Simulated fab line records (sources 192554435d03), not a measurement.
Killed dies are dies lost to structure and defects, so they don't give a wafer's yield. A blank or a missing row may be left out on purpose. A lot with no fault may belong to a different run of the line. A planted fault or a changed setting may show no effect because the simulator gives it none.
Comparing a struck lot with a sound one ; flow n5 finfet ; 14 steps out of a route of 1938
Sound: wafers L301.1, L301.3, L301.6. Struck: wafer L298.4 (left out: L298.3, a lot-mate that was not struck); the cause follows at the end.
At each step with rows: each side's tool, then ch and its chambers, then its first start. Under that, the readings that differ: sound wafers ; struck wafers ; difference of the means ; sigmas: that difference in standard deviations of wafers without a fault.
alike: words and numbers the same on both sides, and readings whose means are apart by under 2 such deviations; not compared: readings that were withheld, readings missing a value for some wafer, numbers with overlapping values and no deviation given by the record, and bounds like >300 which may hide the same value.
The two part at a step that has a row with sigmas, a row that says differs or no value, or rows on one side only. When numbers do not overlap yet have no deviation, they are printed without sigmas and do not part them. A reading missing from all wafers of one side parts the sides only when that side holds two or more wafers.

first, 7 steps without rows for these wafers: N5_BEOL_M9_COAT_60 (time 60 s, resist thk 30 nm); N5_BEOL_M9_COAT_05 (resist thk 90 nm); N5_BEOL_M9_EBR_07; N5_BEOL_M9_SOFTBAKE_06 (time 60 s); N5_BEOL_M9_EXPOSE_08 (exposes mask M9); N5_BEOL_M9_PEB_09 (peb time 60 s); N5_BEOL_M9_DEVELOP_10 (develop time 30 s).
N5_BEOL_M9_CD_MEAS_11: the cd target is 64.1 nm.
  sound on cd sem-02 ch 0, day 15 06:32; struck on cd sem-02 ch 0, day 14 06:28
  alike: cd nm
N5_BEOL_M9_OVL_MEAS_12:
  sound on overlay-01 ch 0, day 15 06:34; struck on overlay-01 ch 0, day 14 06:30
reading;sound;struck;difference;sigmas
M9_OVL (nm);-0.1 -1.1 0.1;1.6;+2.0;+3
N5_BEOL_M9_INSPECT_13: inspects for defects (brightfield).
  sound on defect inspect-01, day 15 06:35; struck on defect inspect-02, day 14 06:31
reading;sound;struck;difference;sigmas
raw defect count;542 497 723;326;-261;-2
N5_BEOL_M9_DESCUM_16: chemistry O2, time 7.9 s.
  sound on rie diel-02 ch 1,2,3, day 15 06:38; struck on rie diel-03 ch 0, day 14 06:34
  alike: drypump motor current A, oes product au, rf vpp V, showerhead plenum p Torr, throttle valve pct
  not compared: rf hours counter h
N5_BEOL_M9_ETCH_61: etches SiARC in CF4, target depth 39 nm, time 65 s.
  sound on rie diel-02 ch 1,2,3, day 15 06:40; struck on rie diel-03 ch 0, day 14 06:36
reading;sound;struck;difference;sigmas
etch rf on time s (s);65.3 64.8 65.4;61.7;-3.5;-2
  alike: drypump motor current A, oes product au, rf vpp V, showerhead plenum p Torr, throttle valve pct
  not compared: rf hours counter h
N5_BEOL_M9_ETCH_62: etches SOC in N2/H2, target depth 110 nm, overetch 22 nm, time 165 s.
  sound on rie diel-02 ch 1,2,3, day 15 06:43; struck on rie diel-03 ch 0, day 14 06:39
  alike: drypump motor current A, oes product au, rf vpp V, showerhead plenum p Torr, throttle valve pct
  not compared: rf hours counter h, model.SiARC_of_BEOL_M9_COAT_60.thk nm
then, 1 step without rows for these wafers: N5_BEOL_M9_STRIP_68 (strips in N2/H2).

== WHERE THEY PART ==
Last at N5_BEOL_M9_ETCH_61 as far as this record goes, first at N5_BEOL_M9_OVL_MEAS_12. Later steps at which nothing parts them and some readings are alike: N5_BEOL_M9_ETCH_62.

WHY: whatever the simulator had introduced
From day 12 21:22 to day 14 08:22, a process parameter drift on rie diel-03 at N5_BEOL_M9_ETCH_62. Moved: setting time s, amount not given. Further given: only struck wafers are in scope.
